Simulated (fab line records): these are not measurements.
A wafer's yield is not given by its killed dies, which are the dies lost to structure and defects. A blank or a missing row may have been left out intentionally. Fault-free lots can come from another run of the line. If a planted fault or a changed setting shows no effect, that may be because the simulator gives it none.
fab line records	flow n5-finfet
record lots=5	wafers=15	last-day=17
route steps=1938 shown BEOL_M4@1099 BEOL_M5@1112
lots that met no fault: from a run of the same line without faults
start-h: hours from the record's opening day to when the first of the lot's shown wafers began	wait-h: time in hours since the lot's previous step	" repeats the value in the row above	L1.1+2: several wafers, shown together as one row	- no value, or no start was given	* or withheld: withheld	< > ~ a bound
route shown NAME@n: NAME is a module with steps in the file, n the number in the route of the first one	usual: mean/standard deviation of fault-free wafers	same: alike in all rows	chamber/n: place in a boat	sites: readings site by site	_std_site: how widely they spread, as a standard deviation	_edge_site: inner sites' mean taken away from outer sites' mean	radius-mm: for every site, how far away it sits from the centre of the wafer	mask NAME#n: copy n	behind: the most recent tool/chamber to have shaped the wafer	hold: the reason the lot was held/the length of the hold in hours/how it ended	device: names the non-switching transistor (n, p or np)	end of line: the route-end tests of the same wafers	a step given without rows: its recipe and nothing more	killed: not the wafer's yield, but the dies lost to structure and defects at the first sort	map: shows each die of a wafer: x if killed, . if not, _ if none is there
set.NAME: the setting the step ran with; set.NAME@STEP: the setting that earlier step ran with	model.NAME: the simulator's own value behind a step, which no gauge read
lots seen at some steps along the route; tables by step, rows by wafer
services: the hour from which a tool's chamber was out of use, counted from the record's first day as start-h (under 0 if before that day), plus the number of hours and why
## steps
# step N5_BEOL_M4_ANNEAL_95
# recipe temp-c=400	time-s=240	ambient=vacuum
# usual heater-power-w=856/130
lot.wafer	tool	chamber	start-h	wait-h	heater-power-w
L074.1	pvd-sputter-02	-	175.99	0.0	960
L074.4	"	-	"	"	607
L074.6	"	-	"	"	966
L078.2	pvd-sputter-01	-	198.94	0.0	928
L078.4	"	-	"	"	822
L078.5	"	-	"	"	854
L082.4	pvd-sputter-03	-	223.07	0.0	810
L082.5	"	-	"	"	666
L082.6	"	-	"	"	1050
L093.1	pvd-sputter-03	-	283.21	0.0	876
L093.3	"	-	"	"	864
L093.6	"	-	"	"	888
L094.2	pvd-sputter-01	-	292.14	0.0	928
L094.3	"	-	"	"	847
L094.5	"	-	"	"	956
# step N5_BEOL_M4_SPUTTER_96
# recipe material=Cu	target-thk-a=45	temp-c=-20	chamber-pressure-pa=0.07	power-w=withheld	time-s=8.29
# usual chuck-gas-flow-sccm=1.27/0.056	throttle-valve-pct=30.6/1.3
lot.wafer	tool	chamber	start-h	wait-h	chuck-gas-flow-sccm	throttle-valve-pct
L074.1	pvd-sputter-02	-	176.13	0.1	1.21	31.1
L074.4	"	-	"	"	1.21	31.6
L074.6	"	-	"	"	1.24	31.1
L078.2	pvd-sputter-01	-	199.08	0.1	1.31	30.1
L078.4	"	-	"	"	1.24	28.3
L078.5	"	-	"	"	1.21	31.0
L082.4	pvd-sputter-03	-	223.21	0.1	1.24	27.6
L082.5	"	-	"	"	1.30	31.0
L082.6	"	-	"	"	1.24	30.6
L093.1	pvd-sputter-03	-	283.35	0.1	1.32	31.1
L093.3	"	-	"	"	1.33	28.1
L093.6	"	-	"	"	1.29	31.5
L094.2	pvd-sputter-01	-	292.28	0.1	1.28	30.3
L094.3	"	-	"	"	1.20	30.9
L094.5	"	-	"	"	1.17	30.3
# step N5_BEOL_M4_ECD_50
# recipe material=Cu	target-thk-a=3000
lot.wafer	tool	chamber	start-h	wait-h
L074.1+4+6	ecd-cu-02	0	176.25	0.1
L078.2+4+5	ecd-cu-01	1,0,1	199.20	0.1
L082.4+5+6	ecd-cu-01	0,1,0	223.35	0.1
L093.1+3+6	ecd-cu-02	0	283.47	0.1
L094.2+3+5	ecd-cu-02	1,1,0	292.40	0.1
# step N5_BEOL_M4_ANNEAL_51
# recipe temp-c=225	time-s=90	ambient=N2
# usual wafer_temp_C_max=226.1/0.37
lot.wafer	tool	chamber	start-h	wait-h	wafer_temp_C_max
L074.1	rtp-anneal-02	0	176.33	0.1	226.0
L074.4	"	0	"	"	225.9
L074.6	"	0	"	"	225.5
L078.2	rtp-anneal-02	0	199.32	0.1	226.0
L078.4	"	0	"	"	225.7
L078.5	"	0	"	"	225.7
L082.4	rtp-anneal-01	0	223.66	0.3	226.0
L082.5	"	0	"	"	226.1
L082.6	"	0	"	"	226.4
L093.1	rtp-anneal-01	0	283.54	0.1	226.6
L093.3	"	0	"	"	226.4
L093.6	"	0	"	"	226.4
L094.2	rtp-anneal-01	0	292.52	0.1	226.5
L094.3	"	0	"	"	226.2
L094.5	"	0	"	"	226.3
# step N5_BEOL_M4_CMP_52
# recipe stop-on=SiOC	t-overpolish-s=6.8	down-force-psi=1	platen-rpm=50	clearing-platen-down-force-psi=1.5	clearing-platen-rpm=50	post-cmp-clean=cu-alkaline	target-thk-nm=40	clearing-platen-pad-velocity-m-s=0.99484	pad-velocity-m-s=0.99484
# usual barrier-field-endpoint-s=24.5/0.83	clearing-platen-down-force-psi=1.500/0.0034	motor-current-A=5.9/0.54	overpolish-run-s=6.801/0.009	time-to-endpoint-s=62/4.4
# same t-overpolish-s=6.8
lot.wafer	tool	chamber	start-h	wait-h	barrier-field-endpoint-s	clearing-platen-down-force-psi	motor-current-A	overpolish-run-s	time-to-endpoint-s
L074.4	cmp-02	0	176.70	0.2	24.2	1.497	5.4	6.810	59
L074.1	"	1	"	"	25.6	1.502	5.8	6.803	69
L074.6	"	2	"	"	24.6	1.497	5.3	6.805	62
L078.4	cmp-02	2	199.61	0.2	24.9	1.505	5.4	6.785	62
L078.2	"	3	"	"	22.7	1.498	6.0	6.793	53
L078.5	"	1	"	"	25.1	1.498	6.3	6.779	69
L082.4	cmp-04	0	223.95	0.2	24.6	1.501	5.2	6.795	58
L082.6	"	1	"	"	24.2	1.504	7.1	6.795	62
L082.5	"	2	"	"	23.6	1.502	6.7	6.802	59
L093.1	cmp-04	2	283.89	0.3	24.0	1.504	6.4	6.806	60
L093.3	"	3	"	"	25.4	1.493	6.3	6.795	63
L093.6	"	2	"	"	25.2	1.497	6.4	6.810	61
L094.3	cmp-03	3	292.81	0.2	24.3	1.504	5.6	6.799	64
L094.2	"	0	"	"	23.3	1.507	5.9	6.819	61
L094.5	"	3	"	"	24.0	1.507	5.6	6.802	63
# step N5_BEOL_M4_THK_MEAS_53
# recipe thk-meas-gauge=xrf	reads=Cu_of_BEOL_M4_ECD_50
# usual M4_THK=40.8/2
lot.wafer	tool	chamber	start-h	wait-h	M4_THK[nm]
L074.1	film-metro-02	-	176.92	-	41.5
L074.4	"	-	"	"	37.9
L074.6	"	-	"	"	41.1
L078.2	film-metro-01	-	199.87	-	38.0
L078.4	"	-	"	"	40.5
L078.5	"	-	"	"	41.8
L082.4	film-metro-02	-	224.14	-	39.2
L082.5	"	-	"	"	40.6
L082.6	"	-	"	"	40.9
L093.1	film-metro-02	-	284.19	-	40.8
L093.3	"	-	"	"	44.1
L093.6	"	-	"	"	41.2
L094.2	film-metro-02	-	293.07	-	39.5
L094.3	"	-	"	"	43.6
L094.5	"	-	"	"	42.6
# step N5_BEOL_M4_PRE_CLEAN_60
# recipe gas=NH3/H2	time-s=15	temp-c=*	rf-power-w=300
# usual heater-power-w=102/17	rf-fwd-power-W=296.2/1.7
lot.wafer	tool	chamber	start-h	wait-h	heater-power-w	rf-fwd-power-W
L074.1	cvd-co-01	2	176.96	0.0	100	293.2
L074.4	"	2	"	"	102	292.6
L074.6	"	0	"	"	128	297.0
L078.2	cvd-co-02	0	199.92	0.1	84	297.5
L078.4	"	0	"	"	84	297.0
L078.5	"	2	"	"	101	298.4
L082.4	cvd-co-02	1	224.19	0.1	110	297.8
L082.5	"	0	"	"	88	296.0
L082.6	"	2	"	"	102	297.3
L093.1	cvd-co-01	0	284.23	0.0	136	296.6
L093.3	"	1	"	"	82	295.1
L093.6	"	1	"	"	83	294.7
L094.2	cvd-co-01	0	293.11	0.0	134	294.4
L094.3	"	2	"	"	103	293.7
L094.5	"	0	"	"	132	295.4
# step N5_BEOL_M4_CO_CAP_55
# recipe material=Co	target-thk-a=20	temp-c=200	precursor=CCTBA/H2	pressure-torr=30	time-s=102.1
# usual heater-power-w=257/22
lot.wafer	tool	chamber	start-h	wait-h	heater-power-w
L074.1	cvd-co-01	2	177.00	0.0	260
L074.4	"	2	"	"	255
L074.6	"	0	"	"	301
L078.2	cvd-co-02	0	199.96	0.0	235
L078.4	"	0	"	"	237
L078.5	"	2	"	"	257
L082.4	cvd-co-02	1	224.25	0.0	259
L082.5	"	0	"	"	235
L082.6	"	2	"	"	251
L093.1	cvd-co-01	0	284.27	0.0	294
L093.3	"	1	"	"	233
L093.6	"	1	"	"	237
L094.2	cvd-co-01	0	293.15	0.0	298
L094.3	"	2	"	"	257
L094.5	"	0	"	"	292
# step N5_BEOL_M4_PRE_CLEAN_56
# recipe gas=NH3	time-s=15	temp-c=withheld	rf-power-w=300
# usual rf-fwd-power-W=295.5/1.4
lot.wafer	tool	chamber	start-h	wait-h	rf-fwd-power-W
L074.1	pecvd-04	0	177.09	0.1	295.2
L074.4	"	2	"	"	292.6
L074.6	"	1	"	"	294.7
L078.2	pecvd-04	2	200.05	0.1	294.7
L078.4	"	0	"	"	295.9
L078.5	"	1	"	"	294.4
L082.4	pecvd-04	2	224.32	0.0	291.8
L082.5	"	1	"	"	296.4
L082.6	"	0	"	"	296.5
L093.1	pecvd-03	0	284.36	0.1	295.7
L093.3	"	1	"	"	295.7
L093.6	"	2	"	"	296.0
L094.2	pecvd-04	1	293.24	0.1	296.3
L094.3	"	0	"	"	294.6
L094.5	"	1	"	"	296.4
# step N5_BEOL_M4_DEP_57
# recipe material=SiCN	target-thk-a=80	temp-c=withheld	precursor=3MS/NH3	pressure-torr=3	rf-w=202	time-s=14
# usual rf-fwd-power-W=199.9/0.85	showerhead-plenum-p-Torr=3.666/0.012	throttle-valve-pct=9.2/0.44
lot.wafer	tool	chamber	start-h	wait-h	rf-fwd-power-W	showerhead-plenum-p-Torr	throttle-valve-pct
L074.1	pecvd-04	0	177.11	0.0	199.6	3.683	9.8
L074.4	"	2	"	"	197.8	3.666	8.7
L074.6	"	1	"	"	199.9	3.665	9.8
L078.2	pecvd-04	2	200.08	0.0	198.7	3.672	8.6
L078.4	"	0	"	"	201.6	3.679	9.6
L078.5	"	1	"	"	199.9	3.665	9.7
L082.4	pecvd-04	2	224.35	0.0	199.2	3.668	8.8
L082.5	"	1	"	"	199.5	3.662	9.7
L082.6	"	0	"	"	200.5	3.680	9.6
L093.1	pecvd-03	0	284.39	0.0	200.2	3.663	8.7
L093.3	"	1	"	"	199.9	3.666	9.0
L093.6	"	2	"	"	199.5	3.668	8.7
L094.2	pecvd-04	1	293.27	0.0	199.1	3.665	9.4
L094.3	"	0	"	"	198.8	3.668	9.6
L094.5	"	1	"	"	199.1	3.669	9.7
# step N5_BEOL_M4_RS_MEAS_58
# recipe thk-meas-gauge=four-point-probe	reads=Co_of_BEOL_M4_CO_CAP_55+Cu_of_BEOL_M4_ECD_50+Co_of_BEOL_M4_CVD_47+TaN_of_BEOL_M4_ALD_84
# usual M4_RS=0.66/0.039
lot.wafer	tool	chamber	start-h	wait-h	M4_RS[ohm/sq]
L074.1	film-metro-01	-	177.18	0.0	0.64
L074.4	"	-	"	"	0.72
L074.6	"	-	"	"	0.64
L078.2	film-metro-02	-	200.15	0.1	0.72
L078.4	"	-	"	"	0.66
L078.5	"	-	"	"	0.63
L082.4	film-metro-01	-	224.40	0.0	0.68
L082.5	"	-	"	"	0.65
L082.6	"	-	"	"	0.65
L093.1	film-metro-02	-	284.46	0.0	0.66
L093.3	"	-	"	"	0.60
L093.6	"	-	"	"	0.65
L094.2	film-metro-01	-	293.36	0.1	0.68
L094.3	"	-	"	"	0.60
L094.5	"	-	"	"	0.62
# step N5_BEOL_M4_INSPECT_59
# recipe inspect-instrument=darkfield	mode=post-dep
# usual raw-defect-count=76/22
lot.wafer	tool	chamber	start-h	wait-h	raw-defect-count
L074.1	defect-inspect-02	-	177.20	0.0	61
L074.4	"	-	"	"	98
L074.6	"	-	"	"	71
L078.2	defect-inspect-01	-	200.17	0.0	52
L078.4	"	-	"	"	39
L078.5	"	-	"	"	48
L082.4	defect-inspect-01	-	224.42	0.0	57
L082.5	"	-	"	"	45
L082.6	"	-	"	"	135
L093.1	defect-inspect-02	-	284.48	0.0	83
L093.3	"	-	"	"	52
L093.6	"	-	"	"	94
L094.2	defect-inspect-02	-	293.38	0.0	75
L094.3	"	-	"	"	47
L094.5	"	-	"	"	100
# step N5_BEOL_M4_RC_MEAS_101
# usual DIBL_N=36.8/2.2	DIBL_P=37.0/2.8	IOFF_N=0.18/0.043	IOFF_P=0.23/0.05	ION_N=680/14	ION_P=466/9.1	SS_N=71.7/0.74	SS_P=73.5/0.79	VT_N=248/4	VT_P=-249/4.1
lot.wafer	tool	chamber	start-h	wait-h	DIBL_N[mV/V]	DIBL_P[mV/V]	IOFF_N[nA/um]	IOFF_P[nA/um]	ION_N[uA/um]	ION_P[uA/um]	SS_N[mV/dec]	SS_P[mV/dec]	VT_N[mV]	VT_P[mV]
L074.1	prober-01	0	177.23	0.0	36.4	37.3	0.17	0.23	687	467	71.4	74.1	246	-248
L074.4	"	0	"	"	35.0	36.8	0.14	0.21	664	463	70.8	74.5	249	-250
L074.6	"	0	"	"	33.2	33.7	0.11	0.16	657	455	71.3	73.3	255	-252
L078.2	prober-01	0	200.53	0.4	38.9	41.4	0.22	0.23	701	473	72.8	74.2	244	-252
L078.4	"	0	"	"	35.7	38.3	0.15	0.18	676	453	71.7	73.8	252	-258
L078.5	"	0	"	"	38.4	41.4	0.21	0.24	686	456	72.4	74.6	247	-253
L082.4	prober-02	0	224.91	0.5	36.1	39.6	0.17	0.24	676	466	71.0	73.6	247	-250
L082.5	"	0	"	"	32.4	34.2	0.11	0.16	667	463	70.9	72.0	252	-252
L082.6	"	0	"	"	37.6	40.8	0.19	0.26	672	464	72.2	74.1	247	-249
L093.1	prober-01	0	284.51	0.0	38.5	37.3	0.21	0.24	673	461	71.9	73.1	248	-246
L093.3	"	0	"	"	39.8	40.3	0.25	0.30	703	480	72.1	73.8	242	-242
L093.6	"	0	"	"	36.5	37.5	0.17	0.24	676	468	72.0	73.3	248	-248
L094.2	prober-02	0	293.56	0.2	36.3	37.1	0.16	0.23	664	464	71.9	73.4	248	-248
L094.3	"	0	"	"	35.5	35.8	0.15	0.21	670	463	71.8	73.2	251	-247
L094.5	"	0	"	"	36.7	38.0	0.18	0.26	690	477	71.7	74.0	244	-246
# step N5_BEOL_M5_ILD_DEP_00
# recipe material=SiCOH_lowk	target-thk-a=1406.4	temp-c=300	precursor=DEMS/porogen	pressure-torr=5	rf-w=500	time-s=25.9
# usual heater-power-w=295/61	rf-fwd-power-W=495.6/1.7	showerhead-plenum-p-Torr=5.738/0.016	throttle-valve-pct=13.9/0.51
lot.wafer	tool	chamber	start-h	wait-h	heater-power-w	rf-fwd-power-W	showerhead-plenum-p-Torr	throttle-valve-pct
L074.1	pecvd-01	0	178.20	0.8	353	492.7	5.747	14.7
L074.4	"	1	"	"	382	496.2	5.742	14.2
L074.6	"	0	"	"	349	494.4	5.739	14.3
L078.2	pecvd-02	1	201.34	0.7	306	494.2	5.776	14.3
L078.4	"	0	"	"	276	494.2	5.728	14.5
L078.5	"	2	"	"	318	492.2	5.723	13.6
L082.4	pecvd-02	1	225.43	0.4	315	495.2	5.765	14.7
L082.5	"	2	"	"	312	494.4	5.719	13.7
L082.6	"	0	"	"	270	496.7	5.732	14.5
L093.1	pecvd-03	0	285.47	0.8	254	494.3	5.737	13.9
L093.3	"	2	"	"	372	498.5	5.740	13.3
L093.6	"	1	"	"	217	494.2	5.718	14.2
L094.2	pecvd-02	0	294.37	0.7	265	493.7	5.717	14.4
L094.3	"	1	"	"	273	493.8	5.769	14.4
L094.5	"	2	"	"	326	494.8	5.724	13.8
# step N5_BEOL_M5_CURE_79
# recipe temp-c=385	time-s=240	ambient=He/Ar	material=SiCOH_lowk
# usual lamp-power-pct=52.31/0.059	wafer_temp_C_max=387.1/0.63
lot.wafer	tool	chamber	start-h	wait-h	lamp-power-pct	wafer_temp_C_max
L074.1	uv-cure-02	1	178.26	0.0	52.30	386.8
L074.4	"	1	"	"	52.33	387.1
L074.6	"	1	"	"	52.44	386.8
L078.2	uv-cure-03	1	201.48	0.1	52.35	387.2
L078.4	"	1	"	"	52.32	387.5
L078.5	"	1	"	"	52.33	387.3
L082.4	uv-cure-03	0	225.71	0.3	52.30	387.5
L082.5	"	0	"	"	52.28	387.0
L082.6	"	0	"	"	52.33	386.7
L093.1	uv-cure-02	2	285.53	0.0	52.50	387.7
L093.3	"	2	"	"	52.29	388.4
L093.6	"	2	"	"	52.18	387.7
L094.2	uv-cure-02	2	294.51	0.1	52.44	388.5
L094.3	"	2	"	"	52.44	387.9
L094.5	"	2	"	"	52.31	388.4
# step N5_BEOL_M5_THK_MEAS_01
# recipe reads=SiCOH_lowk_of_BEOL_M5_ILD_DEP_00
# usual M5_ILD_THK=120.6/1.6
lot.wafer	tool	chamber	start-h	wait-h	M5_ILD_THK[nm]
L074.1	film-metro-01	-	178.77	0.4	119.9
L074.4	"	-	"	"	121.8
L074.6	"	-	"	"	121.2
L078.2	film-metro-02	-	201.91	0.4	119.7
L078.4	"	-	"	"	121.6
L078.5	"	-	"	"	122.2
L082.4	film-metro-01	-	225.98	0.2	122.6
L082.5	"	-	"	"	121.8
L082.6	"	-	"	"	124.2
L093.1	film-metro-02	-	286.04	0.4	120.2
L093.3	"	-	"	"	118.1
L093.6	"	-	"	"	120.7
L094.2	film-metro-02	-	294.95	0.4	120.1
L094.3	"	-	"	"	119.3
L094.5	"	-	"	"	120.0
# step N5_BEOL_M5_PECVD_70
# recipe material=SiO2	target-thk-a=160	temp-c=400	precursor=TEOS/O2	pressure-torr=5.5	rf-w=450	teos-flow-sccm=53.8	gas=O2	flow-sccm=3000	time-s=18
# usual heater-power-w=675/100	rf-fwd-power-W=445.3/1.6	showerhead-plenum-p-Torr=8.78/0.065	throttle-valve-pct=22.6/0.77
lot.wafer	tool	chamber	start-h	wait-h	heater-power-w	rf-fwd-power-W	showerhead-plenum-p-Torr	throttle-valve-pct
L074.1	pecvd-03	0	178.81	0.0	597	444.6	8.75	21.9
L074.4	"	1	"	"	588	443.9	8.78	22.9
L074.6	"	2	"	"	812	448.2	8.77	22.8
L078.2	pecvd-02	1	201.95	0.0	772	445.6	8.88	23.3
L078.4	"	1	"	"	800	444.8	8.88	23.4
L078.5	"	2	"	"	698	444.8	8.68	21.9
L082.4	pecvd-02	2	226.04	0.1	763	443.3	8.66	21.8
L082.5	"	0	"	"	613	443.3	8.73	23.2
L082.6	"	1	"	"	726	444.2	8.90	23.6
L093.1	pecvd-02	2	286.08	0.0	611	444.8	8.66	22.0
L093.3	"	1	"	"	736	442.6	8.92	23.5
L093.6	"	0	"	"	642	445.4	8.74	23.4
L094.2	pecvd-01	1	294.98	0.0	839	442.3	8.78	23.0
L094.3	"	1	"	"	830	442.4	8.78	23.0
L094.5	"	1	"	"	845	443.0	8.77	23.0
# step N5_BEOL_M5_HM_DEP_02
# recipe material=TiN	target-thk-a=200	temp-c=25	chamber-pressure-pa=0.49996
# usual throttle-valve-pct=30.4/1.3
lot.wafer	tool	chamber	start-h	wait-h	throttle-valve-pct
L074.1	pvd-sputter-01	-	179.48	0.7	28.3
L074.4	"	-	"	"	30.7
L074.6	"	-	"	"	27.7
L078.2	pvd-sputter-01	-	202.86	0.9	30.9
L078.4	"	-	"	"	28.2
L078.5	"	-	"	"	30.6
L082.4	pvd-sputter-03	-	226.88	0.8	30.6
L082.5	"	-	"	"	30.9
L082.6	"	-	"	"	30.5
L093.1	pvd-sputter-03	-	286.83	0.7	30.8
L093.3	"	-	"	"	31.1
L093.6	"	-	"	"	28.1
L094.2	pvd-sputter-02	-	295.62	0.6	31.8
L094.3	"	-	"	"	32.8
L094.5	"	-	"	"	32.7
# step N5_BEOL_M5_COAT_59
# recipe resist=SOC	temp-c=250	time-s=60	spin-rpm=1500	resist-thk-nm=60
# usual dispense-pressure-kPa=49.59/0.23
lot.wafer	tool	chamber	start-h	wait-h	dispense-pressure-kPa
L074.1	litho-track-05	0	179.61	0.1	49.49
L074.4	"	0	"	"	49.47
L074.6	"	0	"	"	49.45
L078.2	litho-track-05	0	202.98	0.1	49.47
L078.4	"	0	"	"	49.43
L078.5	"	0	"	"	49.46
L082.4	litho-track-05	0	227.01	0.1	49.45
L082.5	"	0	"	"	49.44
L082.6	"	0	"	"	49.46
L093.1	litho-track-04	0	286.96	0.1	49.87
L093.3	"	0	"	"	49.88
L093.6	"	0	"	"	49.83
L094.2	litho-track-05	0	295.75	0.1	49.44
L094.3	"	0	"	"	49.45
L094.5	"	0	"	"	49.45
# step N5_BEOL_M5_COAT_60
# recipe resist=SiARC	temp-c=220	time-s=60	spin-rpm=1500	resist-thk-nm=12
# usual dispense-pressure-kPa=49.60/0.22
lot.wafer	tool	chamber	start-h	wait-h	dispense-pressure-kPa
L074.1	litho-track-05	0	-	-	49.46
L074.4	"	0	"	"	49.44
L074.6	"	0	"	"	49.47
L078.2	litho-track-05	0	-	-	49.48
L078.4	"	0	"	"	49.47
L078.5	"	0	"	"	49.47
L082.4	litho-track-05	0	-	-	49.53
L082.5	"	0	"	"	49.45
L082.6	"	0	"	"	49.49
L093.1	litho-track-04	0	-	-	49.87
L093.3	"	0	"	"	49.90
L093.6	"	0	"	"	49.87
L094.2	litho-track-05	0	-	-	49.47
L094.3	"	0	"	"	49.46
L094.5	"	0	"	"	49.48
# step N5_BEOL_M5_COAT_71
# recipe resist=underlayer	temp-c=205	time-s=60	spin-rpm=1500	resist-thk-nm=5
# usual dispense-pressure-kPa=49.62/0.23
lot.wafer	tool	chamber	start-h	wait-h	dispense-pressure-kPa
L074.1	litho-track-05	0	-	-	49.49
L074.4	"	0	"	"	49.47
L074.6	"	0	"	"	49.47
L078.2	litho-track-05	0	-	-	49.47
L078.4	"	0	"	"	49.47
L078.5	"	0	"	"	49.52
L082.4	litho-track-05	0	-	-	49.46
L082.5	"	0	"	"	49.48
L082.6	"	0	"	"	49.53
L093.1	litho-track-04	0	-	-	49.94
L093.3	"	0	"	"	49.91
L093.6	"	0	"	"	49.91
L094.2	litho-track-05	0	-	-	49.51
L094.3	"	0	"	"	49.48
L094.5	"	0	"	"	49.52
# step N5_BEOL_M5_COAT_05
# recipe resist=CAR-EUV	spin-rpm=1500	resist-thk-nm=30
# usual dispense-pressure-kPa=49.58/0.27
lot.wafer	tool	chamber	start-h	wait-h	dispense-pressure-kPa
L074.1	litho-track-05	0	-	-	49.41
L074.4	"	0	"	"	49.45
L074.6	"	0	"	"	49.42
L078.2	litho-track-05	0	-	-	49.44
L078.4	"	0	"	"	49.48
L078.5	"	0	"	"	49.48
L082.4	litho-track-05	0	-	-	49.42
L082.5	"	0	"	"	49.40
L082.6	"	0	"	"	49.38
L093.1	litho-track-04	0	-	-	49.90
L093.3	"	0	"	"	49.89
L093.6	"	0	"	"	49.89
L094.2	litho-track-05	0	-	-	49.48
L094.3	"	0	"	"	49.44
L094.5	"	0	"	"	49.42
# step N5_BEOL_M5_EBR_07
# recipe solvent=PGMEA	ebr-width-mm=1.5
lot.wafer	tool	chamber	start-h	wait-h
L074.1+4+6	litho-track-05	0	-	-
L078.2+4+5	litho-track-05	0	-	-
L082.4+5+6	litho-track-05	0	-	-
L093.1+3+6	litho-track-04	0	-	-
L094.2+3+5	litho-track-05	0	-	-
# step N5_BEOL_M5_SOFTBAKE_06
# recipe temp-c=110	time-s=60	resist=CAR-EUV
lot.wafer	tool	chamber	start-h	wait-h
L074.1+4+6	litho-track-05	0	-	-
L078.2+4+5	litho-track-05	0	-	-
L082.4+5+6	litho-track-05	0	-	-
L093.1+3+6	litho-track-04	0	-	-
L094.2+3+5	litho-track-05	0	-	-
# step N5_BEOL_M5_EXPOSE_08
# recipe mask-id=M5	na=0.33	source-shape=annular	sigma-inner=0.4	sigma-outer=0.8	polarization=unpolarized	target-cd-nm=28	dose-mj=35.75
# usual focus-offset-nm=0.0/0.53
# same sigma-outer=0.8
lot.wafer	tool	chamber	start-h	wait-h	mask	focus-offset-nm
L074.1	euv-scanner-02	0	179.87	-	M5#0	-0.3
L074.4	"	0	"	"	M5#0	0.0
L074.6	"	0	"	"	M5#0	0.5
L078.2	euv-scanner-02	0	203.25	-	M5#0	-0.2
L078.4	"	0	"	"	M5#0	-0.3
L078.5	"	0	"	"	M5#0	-0.3
L082.4	euv-scanner-02	0	227.16	-	M5#0	0.0
L082.5	"	0	"	"	M5#0	0.3
L082.6	"	0	"	"	M5#0	0.0
L093.1	euv-scanner-01	0	287.09	-	M5#0	0.3
L093.3	"	0	"	"	M5#0	0.6
L093.6	"	0	"	"	M5#0	-0.3
L094.2	euv-scanner-02	0	296.02	-	M5#0	-1.0
L094.3	"	0	"	"	M5#0	-0.3
L094.5	"	0	"	"	M5#0	-0.4
## services
tool	chamber	start-h	hours	kind
uv-cure-03	-	154.20	1.5	repair
euv-scanner-02	-	176.76	1.0	pm
ecd-cu-01	-	178.76	0.3	repair
cmp-04	-	183.56	0.9	repair
pvd-sputter-01	-	194.09	0.8	repair
pecvd-02	1	205.67	4.9	repair
euv-scanner-02	-	227.74	1.8	repair
euv-scanner-02	-	232.91	1.0	pm
uv-cure-02	-	240.52	1.9	repair
cmp-04	-	244.19	3.7	pm
cmp-02	-	244.28	4.8	pm
ecd-cu-02	-	251.89	0.5	repair
cmp-02	-	256.68	4.0	pm
ecd-cu-02	-	258.97	0.3	repair
cvd-co-02	-	263.98	14.6	pm
euv-scanner-02	-	269.28	4.6	pm
pecvd-04	2	272.32	2.5	repair
cmp-04	-	275.10	4.0	pm
pecvd-03	1	275.80	7.2	repair
ecd-cu-01	-	282.79	1.7	repair
cvd-co-01	-	285.15	3.3	repair
uv-cure-03	-	286.17	2.1	pm
euv-scanner-02	-	289.07	1.0	pm
ecd-cu-01	-	291.88	3.2	repair
## key
fault none
